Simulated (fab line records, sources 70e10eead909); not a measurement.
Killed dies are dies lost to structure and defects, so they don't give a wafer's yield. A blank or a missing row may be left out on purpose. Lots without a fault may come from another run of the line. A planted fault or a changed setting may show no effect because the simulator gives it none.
fab line records | flow nand_harc
record lots=6 wafers=18 last_day=31
route steps=1302 shown A_CHANNEL_HOLE_D1@485 A_CHANNEL_FILL_D1@490
lots that met no fault: from a run of the same line without faults
start_h: hours from the record's first day to the start of the lot's first wafer shown | wait_h: hours since the lot's step before | " the same as in the row above | L1.1+2: a row that stands for several wafers | - no value, or no start given | * or withheld: withheld | < > ~ a bound
route shown NAME@n: a module of which the file shows steps, and the number in the route of the first | usual: mean/standard deviation of fault-free wafers | same: alike in all rows | chamber/n: place in a boat | sites: the reading at each site | _std_site: their standard deviation | _edge_site: outer sites' mean less inner sites' | radius_mm: how far each site lies from the wafer's centre | mask NAME#n: copy n | behind: the tool/chamber that last shaped the wafer | hold: why the lot was held/for how many hours/how that ended | device: the transistor (n, p or np) that didn't switch | end of line: the same wafers' tests at the end of the route | a step without rows: its recipe alone | killed: dies lost to structure and defects at the first sort, not the wafer's yield | map: a wafer's dies, x killed, . not, _ none there
set.NAME: the setting as run; set.NAME@STEP: as run at that earlier step | model.NAME: the simulator's own value behind a step, which no gauge read
lots at some steps of the route; a table a step, a row a wafer
services: from which hour (start_h, from the record's first day; less than 0 if before it) a tool's chamber was out of use, for how many hours, and why
## steps
# step NHARC_A_CHANNEL_HOLE_D1_PRECLEAN_28
# recipe time_s=* temp_c=50 bath_age_min=0 chemistry=SC1
# step NHARC_A_CHANNEL_HOLE_D1_SRD_29
# step NHARC_A_CHANNEL_HOLE_D1_CD_MEAS_30
# usual cd_nm=90.0/1.8
# columns lot.wafer tool chamber start_h wait_h cd_nm
L765.2 cd_sem-03 - 190.94 - 88.2
L765.4 " - " " 90.6
L765.5 " - " " 91.7
L774.1 cd_sem-02 - 277.79 - 89.9
L774.4 " - " " 89.9
L774.5 " - " " 90.4
L776.1 cd_sem-03 - 300.87 - 90.6
L776.4 " - " " 92.0
L776.5 " - " " 90.8
L783.3 cd_sem-01 - 365.50 - 86.6
L783.5 " - " " 91.9
L783.6 " - " " 92.3
L787.1 cd_sem-03 - 416.21 - 91.2
L787.4 " - " " 89.2
L787.6 " - " " 86.1
L788.1 cd_sem-03 - 416.88 - 87.6
L788.4 " - " " 91.4
L788.6 " - " " 89.2
# step NHARC_A_CHANNEL_HOLE_D1_XSEM_31
# recipe landing_energy_ev=35000
# step NHARC_A_CHANNEL_HOLE_D1_INSPECT_40
# usual raw_defect_count=70/28
# columns lot.wafer tool chamber start_h wait_h raw_defect_count
L765.2 defect_inspect-01 - 191.12 - 106
L765.4 " - " " 110
L765.5 " - " " 105
L774.1 defect_inspect-02 - 277.98 - 58
L774.4 " - " " 44
L774.5 " - " " 42
L776.1 defect_inspect-02 - 301.06 - 63
L776.4 " - " " 49
L776.5 " - " " 33
L783.3 defect_inspect-01 - 365.68 - 45
L783.5 " - " " 62
L783.6 " - " " 97
L787.1 defect_inspect-01 - 416.40 - 51
L787.4 " - " " 56
L787.6 " - " " 79
L788.1 defect_inspect-01 - 417.06 - 44
L788.4 " - " " 47
L788.6 " - " " 40
# step NHARC_A_CHANNEL_FILL_D1_PRECLEAN_00
# recipe time_s=* temp_c=50 bath_age_min=0 chemistry=SC1
# step NHARC_A_CHANNEL_FILL_D1_SRD_01
# step NHARC_A_CHANNEL_FILL_D1_ALD_02
# recipe target_thk_a=60 pulse_time_s=10 ald_cycles=60 temp_c=300 material=SiO2
# usual heater_power_w=453/46 precursor_pulse_height_rel=0.998/0.02
# same ald_cycles=60
# columns lot.wafer tool chamber start_h wait_h heater_power_w precursor_pulse_height_rel
L765.2 ald_hk-02 1 191.39 - 539 1.011
L765.4 " 2 " " 463 0.999
L765.5 " 0 " " 468 0.991
L774.4 ald_hk-02 0 278.23 - 462 1.009
L774.1 " 2 " " 463 1.023
L774.5 " 1 " " 538 0.979
L776.4 ald_hk-03 1 301.25 - 498 1.022
L776.1 " 2 " " 411 1.001
L776.5 " 2 " " 403 1.011
L783.3 ald_hk-02 1 365.96 - 504 1.023
L783.5 " 0 " " 456 1.013
L783.6 " 1 " " 520 0.955
L787.1 ald_hk-03 0 416.59 - 429 1.008
L787.4 " 3 " " 423 1.006
L787.6 " 0 " " 427 0.918
L788.1 ald_hk-01 3 417.30 0.1 400 0.992
L788.4 " 1 " " 425 0.986
L788.6 " 0 " " 476 0.991
# step NHARC_A_CHANNEL_FILL_D1_ALD_03
# recipe target_thk_a=60 pulse_time_s=60 ald_cycles=58 temp_c=630 pressure_torr=2 material=SiNx
# usual precursor_pulse_height_rel=1.000/0.02
# same ald_cycles=58
# columns lot.wafer tool chamber start_h wait_h precursor_pulse_height_rel
L765.2 ald_sin_batch-01 0 - - 1.014
L765.4 " 0 " " 1.014
L765.5 " 0 " " 1.019
L774.1 ald_sin_batch-01 0 - - 0.996
L774.4 " 0 " " 0.999
L774.5 " 0 " " 0.982
L776.1 ald_sin_batch-02 0 - - 1.005
L776.4 " 0 " " 0.978
L776.5 " 0 " " 0.999
L783.3 ald_sin_batch-03 0 - - 0.977
L783.5 " 0 " " 1.027
L783.6 " 0 " " 1.000
L787.1 ald_sin_batch-01 0 - - 1.004
L787.4 " 0 " " 0.997
L787.6 " 0 " " 0.989
L788.1 ald_sin_batch-01 0 - - 0.995
L788.4 " 0 " " 0.969
L788.6 " 0 " " 1.024
# step NHARC_A_CHANNEL_FILL_D1_ALD_14
# recipe target_thk_a=25 pulse_time_s=10 ald_cycles=25 temp_c=300 material=SiO2
# usual heater_power_w=452/48 precursor_pulse_height_rel=0.999/0.02
# same ald_cycles=25
# columns lot.wafer tool chamber start_h wait_h heater_power_w precursor_pulse_height_rel
L765.4 ald_hk-01 0 198.34 0.1 491 1.009
L765.2 " 1 " " 432 0.992
L765.5 " 2 " " 459 0.953
L774.1 ald_hk-02 3 285.30 0.1 367 0.999
L774.4 " 1 " " 562 0.954
L774.5 " 3 " " 380 0.980
L776.4 ald_hk-02 2 309.34 1.2 467 1.005
L776.1 " 3 " " 370 1.010
L776.5 " 2 " " 466 0.985
L783.3 ald_hk-01 0 373.03 0.2 486 0.984
L783.5 " 1 " " 422 0.992
L783.6 " 2 " " 500 0.987
L788.1 ald_hk-03 3 423.57 0.1 432 1.009
L788.4 " 1 " " 487 0.991
L788.6 " 2 " " 445 1.031
L787.1 ald_hk-03 1 423.79 0.3 480 0.977
L787.4 " 2 " " 427 1.015
L787.6 " 0 " " 433 1.030
# step NHARC_A_CHANNEL_FILL_D1_ALD_15
# recipe target_thk_a=20 pulse_time_s=60 ald_cycles=19 temp_c=630 pressure_torr=2 material=SiNx
# usual precursor_pulse_height_rel=1.000/0.021
# same ald_cycles=19
# columns lot.wafer tool chamber start_h wait_h precursor_pulse_height_rel
L765.2 ald_sin_batch-03 0 - - 0.991
L765.4 " 0 " " 1.022
L765.5 " 0 " " 1.002
L774.1 ald_sin_batch-03 0 - - 0.988
L774.4 " 0 " " 1.004
L774.5 " 0 " " 0.944
L776.1 ald_sin_batch-02 0 - - 0.983
L776.4 " 0 " " 1.019
L776.5 " 0 " " 0.983
L783.3 ald_sin_batch-03 0 - - 0.973
L783.5 " 0 " " 0.996
L783.6 " 0 " " 1.004
L787.1 ald_sin_batch-02 0 - - 1.009
L787.4 " 0 " " 0.995
L787.6 " 0 " " 1.012
L788.1 ald_sin_batch-02 0 - - 1.004
L788.4 " 0 " " 0.997
L788.6 " 0 " " 0.998
# step NHARC_A_CHANNEL_FILL_D1_ALD_16
# recipe target_thk_a=15 pulse_time_s=10 ald_cycles=15 temp_c=300 material=SiO2
# usual heater_power_w=450/45 precursor_pulse_height_rel=1.002/0.02
# same ald_cycles=15
# columns lot.wafer tool chamber start_h wait_h heater_power_w precursor_pulse_height_rel
L765.4 ald_hk-01 1 203.54 0.1 433 0.993
L765.2 " 2 " " 470 1.040
L765.5 " 3 " " 402 1.003
L774.4 ald_hk-02 3 290.42 0.0 387 0.995
L774.1 " 0 " " 455 1.027
L774.5 " 0 " " 475 0.957
L776.1 ald_hk-01 2 314.30 0.1 481 0.975
L776.4 " 3 " " 395 1.008
L776.5 " 1 " " 421 1.019
L783.3 ald_hk-03 0 378.09 0.0 409 1.013
L783.5 " 0 " " 417 1.007
L783.6 " 1 " " 489 0.992
L788.1 ald_hk-03 1 428.71 0.1 478 0.981
L788.4 " 3 " " 439 1.020
L788.6 " 1 " " 482 1.017
L787.4 ald_hk-01 3 428.72 0.1 409 1.022
L787.1 " 0 " " 492 1.042
L787.6 " 3 " " 396 0.982
# step NHARC_A_CHANNEL_FILL_D1_ANNEAL_17
# recipe temp_c=850 time_s=1800
# usual spike_tc_bottom_C=871/3.4 spike_tc_centre_C=850.8/1.2 zone_power_centre_pct=14.1/1.7 zone_power_top_pct=30.7/0.76
# columns lot.wafer tool chamber start_h wait_h spike_tc_bottom_C spike_tc_centre_C zone_power_centre_pct zone_power_top_pct
L765.2 furnace-03 0 206.73 - 876 850.7 16.0 30.9
L765.4 " 0 " " 875 850.5 15.8 30.5
L765.5 " 0 " " 876 850.7 15.7 30.9
L774.1 furnace-01 0 293.74 - 871 850.0 12.1 29.5
L774.4 " 0 " " 869 851.3 12.2 30.3
L774.5 " 0 " " 868 851.9 12.1 29.9
L776.1 furnace-01 0 318.23 - 869 851.5 12.2 29.7
L776.4 " 0 " " 868 849.1 12.2 29.6
L776.5 " 0 " " 870 850.7 12.0 29.8
L783.3 furnace-08 0 381.46 - 867 851.8 14.9 31.6
L783.5 " 0 " " 867 851.7 14.5 31.7
L783.6 " 0 " " 867 852.7 14.4 32.3
L787.1 furnace-03 - 432.07 - - - - -
L787.4 " - " " - - - -
L787.6 " - " " - - - -
L788.1 furnace-03 - 432.07 - - - - -
L788.4 " - " " - - - -
L788.6 " - " " - - - -
# step NHARC_A_CHANNEL_FILL_D1_CVD_18
# recipe target_thk_a=30 temp_c=550 material=poly-Si
## services
# columns tool chamber start_h hours kind
ald_hk-02 - 173.73 10.0 pm
ald_hk-02 0 173.73 10.0 vent_cycle
ald_hk-02 1 173.73 10.0 vent_cycle
ald_hk-02 2 173.73 10.0 vent_cycle
ald_hk-02 3 173.73 10.0 vent_cycle
ald_hk-02 0 183.73 - clean
ald_hk-02 1 183.73 - clean
ald_hk-02 2 183.73 - clean
ald_hk-02 3 183.73 - clean
ald_sin_batch-03 - 188.86 6.4 repair
ald_hk-02 - 203.51 1.8 repair
furnace-01 - 208.65 26.0 pm
ald_hk-03 - 213.03 10.0 pm
ald_hk-03 0 213.03 10.0 vent_cycle
ald_hk-03 1 213.03 10.0 vent_cycle
ald_hk-03 2 213.03 10.0 vent_cycle
ald_hk-03 3 213.03 10.0 vent_cycle
ald_hk-03 0 223.03 - clean
furnace-03 - 238.80 48.8 repair
ald_sin_batch-02 - 266.00 26.0 pm
ald_hk-01 - 296.39 10.0 pm
furnace-03 - 297.46 26.0 pm
ald_hk-01 - 334.12 1.5 repair
ald_hk-02 - 354.22 10.0 pm
## key
first_sign step=NHARC_A_CHANNEL_FILL_D1_ANNEAL_17 reading=tool_record direction=missing
effect none on later readings
met_at NHARC_A_CHANNEL_FILL_D1_ANNEAL_17
struck_wafers L787.1,L787.4,L787.6,L788.1,L788.4,L788.6
later_rows_left_out L787.1,L787.4,L787.6,L788.1,L788.4,L788.6
sort_left_out L787.1,L787.4,L787.6,L788.1,L788.4,L788.6
tester_left_out L787,L788
onset_between 206.73 432.07
fault kind=skipped_step_whole tool=furnace-03 chamber=- onset_h=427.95 steps=NHARC_A_CHANNEL_FILL_D1_ANNEAL_17 scope=struck_lots_only
# tester_left_out: of these lots the tester's yield and bins aren't shown, on N5 and GAA mostly nor the transistor test; their killed dies are dies lost to structure and defects alone, not to doping, threshold or leakage, so they don't give the yield
# sort_left_out: the simulated sort isn't trusted on such a fault, so these wafers' sort isn't shown, and their yield isn't known
# later_rows_left_out: the simulator's readings of these wafers behind a module that went badly wrong aren't trusted and aren't shown, but for the sort
